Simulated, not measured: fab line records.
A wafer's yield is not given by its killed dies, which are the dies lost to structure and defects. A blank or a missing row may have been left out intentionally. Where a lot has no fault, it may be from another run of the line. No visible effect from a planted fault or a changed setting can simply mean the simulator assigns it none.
fab line records	flow n5_finfet
record: lots: 4	wafers: 12	last_day: 17
route steps=1938 shown BEOL_M4@1099 BEOL_M5@1112 BEOL_M6@1260 PASSIVATION@1936
lots that met no fault: from a run of the same line without faults
start_h: start of the lot's first displayed wafer, in hours after the record's first day	wait_h: hours since the lot's step before	" identical to the entry in the row above	L1.1+2: several wafers, shown together as one row	- no value present, or no start provided	* or withheld: withheld	< > ~ a bound
route shown NAME@n: a module of which the file shows steps, and the number in the route of the first	usual: mean and standard deviation over wafers with no fault	same: alike in all rows	chamber/n: place in a boat	sites: each site's reading	_std_site: standard deviation of those values	_edge_site: inner sites' mean taken away from outer sites' mean	radius_mm: for every site, how far away it sits from the centre of the wafer	mask NAME#n: copy n	behind: tool/chamber where the wafer was last shaped	hold: why the lot was held/for how many hours/how that ended	device: names the non-switching transistor (n, p or np)	end of line: at the end of the route, the tests of the same wafers	a step given without rows: its recipe and nothing more	killed: dies that structure and defects cost at the first sort, which is not the same as the wafer's yield	map: dies across one wafer; x = killed, . = not, _ = none there
set.NAME: the setting the step ran with; set.NAME@STEP: the setting that earlier step ran with	model.NAME: the simulator's own value behind a step, which no gauge read
certain route steps with their lots: each step a table, each wafer a row
services: from which hour (start_h, from the record's first day; less than 0 if before it) a tool's chamber was out of use, for how many hours, and why
== steps ==
step: N5_BEOL_M4_ANNEAL_95
recipe: temp_c: 400	time_s: 240	ambient: vacuum
step: N5_BEOL_M4_SPUTTER_96
recipe: material: Cu	target_thk_a: 45	temp_c: -20	chamber_pressure_pa: 0.07	power_w: withheld	time_s: 8.29
step: N5_BEOL_M4_ECD_50
recipe: material: Cu	target_thk_a: 3000
step: N5_BEOL_M4_ANNEAL_51
recipe: temp_c: 225	time_s: 90	ambient: N2
step: N5_BEOL_M4_CMP_52
recipe: stop_on: SiOC	t_overpolish_s: 6.8	down_force_psi: 1	platen_rpm: 50	clearing_platen_down_force_psi: 1.5	clearing_platen_rpm: 50	post_cmp_clean: cu_alkaline	target_thk_nm: 40	clearing_platen_pad_velocity_m_s: 0.99484	pad_velocity_m_s: 0.99484
step: N5_BEOL_M4_PRE_CLEAN_60
recipe: gas: NH3/H2	time_s: 15	temp_c: *	rf_power_w: 300
step: N5_BEOL_M4_CO_CAP_55
recipe: material: Co	target_thk_a: 20	temp_c: 200	precursor: CCTBA/H2	pressure_torr: 30	time_s: 102.1
step: N5_BEOL_M4_PRE_CLEAN_56
recipe: gas: NH3	time_s: 15	temp_c: withheld	rf_power_w: 300
step: N5_BEOL_M4_DEP_57
recipe: material: SiCN	target_thk_a: 80	temp_c: withheld	precursor: 3MS/NH3	pressure_torr: 3	rf_w: 202	time_s: 14
step: N5_BEOL_M4_RC_MEAS_101
usual: DIBL_N: 37.2/2.3	DIBL_P: 37.5/2.9	IOFF_N: 0.19/0.053	IOFF_P: 0.23/0.059	ION_N: 679/16	ION_P: 462/10	SS_N: 71.9/0.78	SS_P: 73.7/0.88	VT_N: 248/4.6	VT_P: -250/4.5
lot.wafer	tool	chamber	start_h	wait_h	DIBL_N[mV/V]	DIBL_P[mV/V]	IOFF_N[nA/um]	IOFF_P[nA/um]	ION_N[uA/um]	ION_P[uA/um]	SS_N[mV/dec]	SS_P[mV/dec]	VT_N[mV]	VT_P[mV]
L109.2	prober-02	0	173.20	0.2	34.1	31.5	0.11	0.16	636	443	71.4	72.3	259	-254
L109.3	"	0	"	"	41.5	41.3	0.29	0.31	699	465	72.4	75.0	240	-244
L109.6	"	0	"	"	39.7	38.8	0.22	0.26	686	462	71.6	74.0	244	-249
L121.1	prober-02	0	243.12	0.1	33.7	33.1	0.12	0.18	667	464	70.8	73.0	252	-253
L121.2	"	0	"	"	37.3	37.1	0.19	0.23	684	465	71.9	73.5	246	-248
L121.5	"	0	"	"	40.6	41.0	0.27	0.31	696	468	72.7	74.1	242	-246
L122.2	prober-02	0	254.19	0.2	34.4	36.6	0.17	0.22	683	467	71.3	73.6	244	-246
L122.3	"	0	"	"	39.2	42.5	0.28	0.36	701	482	72.7	74.9	240	-239
L122.4	"	0	"	"	36.3	39.0	0.21	0.28	689	470	72.0	73.9	246	-243
L127.2	prober-01	0	294.86	0.2	41.1	42.8	0.25	0.30	677	455	73.1	74.6	248	-247
L127.3	"	0	"	"	40.6	42.1	0.25	0.30	694	475	73.3	74.7	246	-249
L127.5	"	0	"	"	39.7	40.8	0.21	0.25	675	456	73.3	75.1	250	-251
step: N5_BEOL_M5_ILD_DEP_00
recipe: material: SiCOH_lowk	target_thk_a: 1406.4	temp_c: 300	precursor: DEMS/porogen	pressure_torr: 5	rf_w: 500	time_s: 25.9
step: N5_BEOL_M5_CURE_79
recipe: temp_c: 385	time_s: 240	ambient: He/Ar	material: SiCOH_lowk
step: N5_BEOL_M5_PECVD_70
recipe: material: SiO2	target_thk_a: 160	temp_c: 400	precursor: TEOS/O2	pressure_torr: 5.5	rf_w: 450	teos_flow_sccm: 53.8	gas: O2	flow_sccm: 3000	time_s: 18
step: N5_BEOL_M5_HM_DEP_02
recipe: material: TiN	target_thk_a: 200	temp_c: 25	chamber_pressure_pa: 0.49996
step: N5_BEOL_M5_COAT_59
recipe: resist: SOC	temp_c: 250	time_s: 60	spin_rpm: 1500	resist_thk_nm: 60
step: N5_BEOL_M5_COAT_60
recipe: resist: SiARC	temp_c: 220	time_s: 60	spin_rpm: 1500	resist_thk_nm: 12
step: N5_BEOL_M5_COAT_71
recipe: resist: underlayer	temp_c: 205	time_s: 60	spin_rpm: 1500	resist_thk_nm: 5
step: N5_BEOL_M5_COAT_05
recipe: resist: CAR-EUV	spin_rpm: 1500	resist_thk_nm: 30
step: N5_BEOL_M5_EBR_07
recipe: solvent: PGMEA	ebr_width_mm: 1.5
step: N5_BEOL_M5_SOFTBAKE_06
recipe: temp_c: 110	time_s: 60	resist: CAR-EUV
step: N5_BEOL_M5_EXPOSE_08
recipe: mask_id: M5	na: 0.33	source_shape: annular	sigma_inner: 0.4	sigma_outer: 0.8	polarization: unpolarized	target_cd_nm: 28	dose_mj: 35.75
step: N5_BEOL_M5_PEB_09
recipe: peb_temp_c: 100	peb_time_s: 60	resist: CAR-EUV
step: N5_BEOL_M5_DEVELOP_10
recipe: develop_time_s: 30	developer: TMAH	resist: CAR-EUV	rinse_liquid: surfactant_rinse	dry: air_spin	dev_temp_c: 23
step: N5_BEOL_M5_DESCUM_16
recipe: chemistry: O2	time_s: 7	source_power_w: 50	bias_power_w: 20	pressure_mtorr: 20	rf_frequency_hz: 2.712e+07	temp_c: 40	resist: CAR-EUV	o2_flow_sccm: 225
step: N5_BEOL_M5_ETCH_72
recipe: chemistry: N2/H2	target: underlayer	target_depth_a: 65	mask_material: CAR-EUV	time_s: 5.2	ion_energy_ev: 200	pressure_mtorr: 30	source_w: 840	bias_w: 150	n2_flow_sccm: 200	h2_flow_sccm: 200	ends: cleared
step: N5_BEOL_M5_ETCH_61
recipe: chemistry: CF4	target: SiARC	target_depth_a: 156	mask_material: CAR-EUV	time_s: 26	ion_energy_ev: 80	pressure_mtorr: 40	source_w: 545	bias_w: 36	Ar_flow_sccm: 100	cf4_flow_sccm: 100	ends: cleared
step: N5_BEOL_M5_ETCH_62
recipe: chemistry: N2/H2	target: SOC	target_depth_a: 750	overetch_a: 150	mask_material: SiARC	temp_c: 40	time_s: 112.5	ion_energy_ev: 200	pressure_mtorr: 30	source_w: 840	bias_w: 150	n2_flow_sccm: 200	h2_flow_sccm: 200
step: N5_BEOL_M5_STRIP_63
recipe: chemistry: N2/H2	temp_c: 40	n2_flow_sccm: 200	h2_flow_sccm: 200	rf_frequency_hz: 6e+07
step: N5_BEOL_M5_STRIP_73
recipe: chemistry: N2/H2	temp_c: 40	n2_flow_sccm: 200	h2_flow_sccm: 200	rf_frequency_hz: 6e+07
step: N5_BEOL_M5_STRIP_64
recipe: chemistry: CF4	resist: SiARC	power_w: 300	bias_power_w: 75	pressure_mtorr: 50	cf4_flow_sccm: 150	rf_frequency_hz: 6e+07
step: N5_BEOL_M5_HM_OPEN_17
recipe: chemistry: Cl2/BCl3	target_depth_a: 200	overetch_a: 60	target: TiN	mask_material: SOC	ion_energy_ev: 150	pressure_mtorr: 10	icp_w: 1000	bias_w: 126	Cl2_flow_sccm: 53.25	bcl3_flow_sccm: 21.75	Ar_flow_sccm: 25
step: N5_BEOL_M5_STRIP_19
recipe: chemistry: O2	power_w: 400	temp_c: 40	pressure_mtorr: 30	rf_frequency_hz: 6e+07	bias_power_w: 0	overash_fraction: 0.2	o2_flow_sccm: 225
step: N5_BEOL_M5_COAT_65
recipe: resist: SOC	temp_c: 250	time_s: 60	spin_rpm: 1500	resist_thk_nm: 60
step: N5_BEOL_M5_COAT_66
recipe: resist: SiARC	temp_c: 220	time_s: 60	spin_rpm: 1500	resist_thk_nm: 12
step: N5_BEOL_M6_DEP_56
recipe: material: SiCN	target_thk_a: 100	temp_c: withheld	precursor: 3MS/NH3	pressure_torr: 3	rf_w: 202	time_s: 17.5
usual: chamber_pressure_Torr: 3.000/0.0067	rf_fwd_power_W: 199.3/0.85	showerhead_plenum_p_Torr: 3.669/0.014	throttle_valve_pct: 9.2/0.8
lot.wafer	tool	chamber	start_h	wait_h	chamber_pressure_Torr	rf_fwd_power_W	showerhead_plenum_p_Torr	throttle_valve_pct
L109.2	pecvd-04	0	191.83	0.0	2.999	199.6	3.649	8.7
L109.3	"	1	"	"	3.002	200.9	3.658	9.5
L109.6	"	0	"	"	3.003	199.6	3.642	8.4
L121.1	pecvd-03	0	265.08	0.0	-	-	-	-
L121.2	"	1	"	"	-	-	-	-
L121.5	"	0	"	"	-	-	-	-
L122.2	pecvd-04	0	273.65	0.0	-	-	-	-
L122.3	"	1	"	"	-	-	-	-
L122.4	"	0	"	"	-	-	-	-
L127.2	pecvd-04	0	316.52	0.0	2.999	199.9	3.660	8.6
L127.3	"	2	"	"	3.002	200.6	3.677	8.5
L127.5	"	2	"	"	3.000	199.8	3.683	8.7
step: N5_PASSIVATION_PROBE_49
usual: defect_limited_yield: 91.4/1.5	killed_at_M0_to_M3: 34/9.7	killed_at_M4_up: 14/5.7	killed_at_contacts: 12/5.9	killed_at_front_end: 37/10	killed_at_other: 5/4.7	killed_dies: 102/18	killed_on_rim: 13/4.3	killed_open: 65/12	killed_short: 34/8.8	sort_bin_4_leakage: 0.03/0.14	sort_bin_5_function: 5.0/0.96	sort_bin_6_memory: 3.3/0.7	sort_bin_8_speed: 0.03/0.19	sort_n_pass: 1077/18	sort_yield_pct: 91.3/1.5
same: gross_dies: 1180	killed_at_back_side: 0
lot.wafer	tool	chamber	start_h	wait_h	defect_limited_yield[%]	killed_at_M0_to_M3	killed_at_M4_up	killed_at_contacts	killed_at_front_end	killed_at_other	killed_dies	killed_on_rim	killed_open	killed_short	sort_bin_4_leakage[%]	sort_bin_5_function[%]	sort_bin_6_memory[%]	sort_bin_8_speed[%]	sort_n_pass	sort_yield_pct[%]
L109.2	prober-02	-	274.59	0.1	90.5	36	21	7	48	0	112	15	81	30	0	6.0	3.3	1.27	1053	89.2
L109.3	prober-02	-	274.64	0.1	88.6	44	16	22	51	2	135	23	83	51	0.17	6.3	4.5	0	1043	88.4
L109.6	prober-02	-	274.79	0.3	88.5	39	17	10	68	2	136	16	78	55	0	7.1	3.9	0	1044	88.5
L121.1	prober-02	-	345.86	0.0	0	32	1117	11	18	2	1180	152	64	16	0	97.9	1.9	0	0	0
L121.2	prober-02	-	345.91	0.1	0	33	1108	6	32	1	1180	152	58	25	0	97.3	2.5	0	0	0
L121.5	prober-02	-	346.06	0.2	0	38	1113	8	20	1	1180	152	52	25	0	97.3	2.3	0	0	0
L122.2	prober-02	-	351.54	0.1	0	28	1093	10	48	1	1180	152	66	33	0	96.9	2.7	0	0	0
L122.3	prober-02	-	351.59	0.1	0	29	1101	10	38	2	1180	152	60	35	0	95.7	3.7	0	0	0
L122.4	prober-02	-	351.64	0.2	0	29	1076	22	49	4	1180	152	86	34	0	95.8	4.1	0	0	0
killed by level:class
L109.2 FIN_SAQP:geometric_particle:open=18 BEOL_M0_SAQP:geometric_particle:open=15 FIN_SAQP:geometric_particle:short=8 BEOL_M5:geometric_particle:open=8 MOL_CONTACT_COAG:geometric_particle:open=7 BEOL_M1:geometric_particle:open=7 BEOL_M0_SAQP:geometric_particle:short=6 DUMMY_GATE:geometric_particle:short=5
L109.3 MOL_CONTACT_COAG:geometric_particle:open=19 BEOL_M0_SAQP:geometric_particle:open=15 FIN_SAQP:geometric_particle:open=12 FIN_SAQP:geometric_particle:short=10 GATE_CUT:geometric_particle:short=8 BEOL_M0_SAQP:geometric_particle:short=8 BEOL_M1:geometric_particle:open=6 BEOL_M3:geometric_particle:open=5
L109.6 FIN_SAQP:geometric_particle:short=23 FIN_SAQP:geometric_particle:open=17 BEOL_M0_SAQP:geometric_particle:short=14 BEOL_M3:geometric_particle:open=12 BEOL_M0_SAQP:geometric_particle:open=10 MOL_CONTACT_COAG:geometric_particle:open=9 BEOL_M4:geometric_particle:open=8 ILD0:geometric_particle:open=7
L121.1 BEOL_M6:area_dep=1098 BEOL_M4:geometric_particle:open=8 MOL_CONTACT_COAG:geometric_particle:open=8 BEOL_M3:geometric_particle:open=8 BEOL_M1:geometric_particle:open=7 BEOL_M2:geometric_particle:open=6 BEOL_M0_SAQP:geometric_particle:open=5 FIN_SAQP:geometric_particle:open=3
L121.2 BEOL_M6:area_dep=1094 BEOL_M1:geometric_particle:open=11 FIN_SAQP:geometric_particle:open=9 BEOL_M2:geometric_particle:open=7 BEOL_M4:geometric_particle:open=7 FIN_SAQP:geometric_particle:short=6 STI_FIN_REVEAL:geometric_particle:open=6 BEOL_M0_SAQP:geometric_particle:open=5
L121.5 BEOL_M6:area_dep=1101 BEOL_M0_SAQP:geometric_particle:open=8 BEOL_M2:geometric_particle:open=8 BEOL_M3:geometric_particle:open=8 FIN_SAQP:geometric_particle:open=7 BEOL_M0_SAQP:geometric_particle:short=5 MOL_CONTACT_COAG:geometric_particle:open=5 MOL_CONTACT_COAG:geometric_particle:short=3
L122.2 BEOL_M6:area_dep=1081 STI_FIN_REVEAL:geometric_particle:open=9 BEOL_M3:geometric_particle:open=9 MOL_CONTACT_COAG:geometric_particle:open=8 BEOL_M0_SAQP:geometric_particle:open=7 FIN_SAQP:geometric_particle:open=6 FIN_SAQP:geometric_particle:short=6 GATE_CUT:geometric_particle:short=6
L122.3 BEOL_M6:area_dep=1085 FIN_SAQP:geometric_particle:open=11 BEOL_M2:geometric_particle:open=8 MOL_CONTACT_COAG:geometric_particle:open=7 BEOL_M0_SAQP:geometric_particle:short=6 BEOL_M1:geometric_particle:open=6 DUMMY_GATE:geometric_particle:short=4 DUMMY_GATE:geometric_particle:open=4
L122.4 BEOL_M6:area_dep=1060 MOL_CONTACT_COAG:geometric_particle:open=18 STI_FIN_REVEAL:geometric_particle:open=14 GATE_CUT:geometric_particle:short=9 FIN_SAQP:geometric_particle:open=6 BEOL_M0_SAQP:geometric_particle:short=6 BEOL_M2:geometric_particle:open=6 BEOL_M0_SAQP:geometric_particle:open=5
map L121.1 (x killed, . not)
_________________xxxxxxxxxxxx________________
______________xxxxxxxxxxxxxxxxxx_____________
___________xxxxxxxxxxxxxxxxxxxxxxxx__________
__________xxxxxxxxxxxxxxxxxxxxxxxxxx_________
________xxxxxxxxxxxxxxxxxxxxxxxxxxxxxx_______
_______xxxxxxxxxxxxxxxxxxxxxxxxxxxxxxxx______
______xxxxxxxxxxxxxxxxxxxxxxxxxxxxxxxxxx_____
_____xxxxxxxxxxxxxxxxxxxxxxxxxxxxxxxxxxxx____
____xxxxxxxxxxxxxxxxxxxxxxxxxxxxxxxxxxxxxx___
___xxxxxxxxxxxxxxxxxxxxxxxxxxxxxxxxxxxxxxxx__
___xxxxxxxxxxxxxxxxxxxxxxxxxxxxxxxxxxxxxxxx__
__xxxxxxxxxxxxxxxxxxxxxxxxxxxxxxxxxxxxxxxxxx_
__xxxxxxxxxxxxxxxxxxxxxxxxxxxxxxxxxxxxxxxxxx_
_xxxxxxxxxxxxxxxxxxxxxxxxxxxxxxxxxxxxxxxxxxxx
_xxxxxxxxxxxxxxxxxxxxxxxxxxxxxxxxxxxxxxxxxxxx
_xxxxxxxxxxxxxxxxxxxxxxxxxxxxxxxxxxxxxxxxxxxx
_xxxxxxxxxxxxxxxxxxxxxxxxxxxxxxxxxxxxxxxxxxxx
_xxxxxxxxxxxxxxxxxxxxxxxxxxxxxxxxxxxxxxxxxxxx
_xxxxxxxxxxxxxxxxxxxxxxxxxxxxxxxxxxxxxxxxxxxx
_xxxxxxxxxxxxxxxxxxxxxxxxxxxxxxxxxxxxxxxxxxxx
_xxxxxxxxxxxxxxxxxxxxxxxxxxxxxxxxxxxxxxxxxxxx
__xxxxxxxxxxxxxxxxxxxxxxxxxxxxxxxxxxxxxxxxxx_
__xxxxxxxxxxxxxxxxxxxxxxxxxxxxxxxxxxxxxxxxxx_
___xxxxxxxxxxxxxxxxxxxxxxxxxxxxxxxxxxxxxxxx__
___xxxxxxxxxxxxxxxxxxxxxxxxxxxxxxxxxxxxxxxx__
____xxxxxxxxxxxxxxxxxxxxxxxxxxxxxxxxxxxxxx___
_____xxxxxxxxxxxxxxxxxxxxxxxxxxxxxxxxxxxx____
______xxxxxxxxxxxxxxxxxxxxxxxxxxxxxxxxxx_____
_______xxxxxxxxxxxxxxxxxxxxxxxxxxxxxxxx______
________xxxxxxxxxxxxxxxxxxxxxxxxxxxxxx_______
__________xxxxxxxxxxxxxxxxxxxxxxxxxx_________
___________xxxxxxxxxxxxxxxxxxxxxxxx__________
______________xxxxxxxxxxxxxxxxxx_____________
_________________xxxxxxxxxxxx________________
map L122.2 (x killed, . not)
_________________xxxxxxxxxxxx________________
______________xxxxxxxxxxxxxxxxxx_____________
___________xxxxxxxxxxxxxxxxxxxxxxxx__________
__________xxxxxxxxxxxxxxxxxxxxxxxxxx_________
________xxxxxxxxxxxxxxxxxxxxxxxxxxxxxx_______
_______xxxxxxxxxxxxxxxxxxxxxxxxxxxxxxxx______
______xxxxxxxxxxxxxxxxxxxxxxxxxxxxxxxxxx_____
_____xxxxxxxxxxxxxxxxxxxxxxxxxxxxxxxxxxxx____
____xxxxxxxxxxxxxxxxxxxxxxxxxxxxxxxxxxxxxx___
___xxxxxxxxxxxxxxxxxxxxxxxxxxxxxxxxxxxxxxxx__
___xxxxxxxxxxxxxxxxxxxxxxxxxxxxxxxxxxxxxxxx__
__xxxxxxxxxxxxxxxxxxxxxxxxxxxxxxxxxxxxxxxxxx_
__xxxxxxxxxxxxxxxxxxxxxxxxxxxxxxxxxxxxxxxxxx_
_xxxxxxxxxxxxxxxxxxxxxxxxxxxxxxxxxxxxxxxxxxxx
_xxxxxxxxxxxxxxxxxxxxxxxxxxxxxxxxxxxxxxxxxxxx
_xxxxxxxxxxxxxxxxxxxxxxxxxxxxxxxxxxxxxxxxxxxx
_xxxxxxxxxxxxxxxxxxxxxxxxxxxxxxxxxxxxxxxxxxxx
_xxxxxxxxxxxxxxxxxxxxxxxxxxxxxxxxxxxxxxxxxxxx
_xxxxxxxxxxxxxxxxxxxxxxxxxxxxxxxxxxxxxxxxxxxx
_xxxxxxxxxxxxxxxxxxxxxxxxxxxxxxxxxxxxxxxxxxxx
_xxxxxxxxxxxxxxxxxxxxxxxxxxxxxxxxxxxxxxxxxxxx
__xxxxxxxxxxxxxxxxxxxxxxxxxxxxxxxxxxxxxxxxxx_
__xxxxxxxxxxxxxxxxxxxxxxxxxxxxxxxxxxxxxxxxxx_
___xxxxxxxxxxxxxxxxxxxxxxxxxxxxxxxxxxxxxxxx__
___xxxxxxxxxxxxxxxxxxxxxxxxxxxxxxxxxxxxxxxx__
____xxxxxxxxxxxxxxxxxxxxxxxxxxxxxxxxxxxxxx___
_____xxxxxxxxxxxxxxxxxxxxxxxxxxxxxxxxxxxx____
______xxxxxxxxxxxxxxxxxxxxxxxxxxxxxxxxxx_____
_______xxxxxxxxxxxxxxxxxxxxxxxxxxxxxxxx______
________xxxxxxxxxxxxxxxxxxxxxxxxxxxxxx_______
__________xxxxxxxxxxxxxxxxxxxxxxxxxx_________
___________xxxxxxxxxxxxxxxxxxxxxxxx__________
______________xxxxxxxxxxxxxxxxxx_____________
_________________xxxxxxxxxxxx________________
== services ==
tool	chamber	start_h	hours	kind
pecvd-04	1	179.08	5.5	scheduled_down
pecvd-04	2	202.38	-	clean
pecvd-04	2	202.38	-	consumable_replace:showerhead
pecvd-04	2	202.38	29.0	scheduled_down
pecvd-04	2	202.38	29.0	vent_cycle
pecvd-04	-	208.56	4.8	repair
pecvd-04	-	259.34	2.2	repair
pecvd-04	2	268.49	5.5	scheduled_down
pecvd-04	2	282.32	2.1	scheduled_down
== key ==
first_sign: step: N5_BEOL_M6_DEP_56	reading: tool_record	direction: missing
effect: step: N5_PASSIVATION_PROBE_49	reading: killed_at_M4_up	direction: up	sigmas: 99+	usual: 14	struck: 1101
more_kills_born_at: N5_BEOL_M6_DEP_56@pecvd-03: 3293	N5_BEOL_M6_DEP_56@pecvd-04: 3226
met_at N5_BEOL_M6_DEP_56
struck_wafers L121.1,L121.2,L121.5,L122.2,L122.3,L122.4
later_rows_left_out L121.1,L121.2,L121.5,L122.2,L122.3,L122.4
onset_between 191.83 265.08
fault: kind: skipped_step_whole	tool: pecvd-03,pecvd-04	chamber: -	onset_h: 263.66	steps: N5_BEOL_M6_DEP_56	scope: struck_lots_only
later_rows_left_out: the simulator's readings of these wafers behind a module that went badly wrong aren't trusted and aren't shown, but for the sort
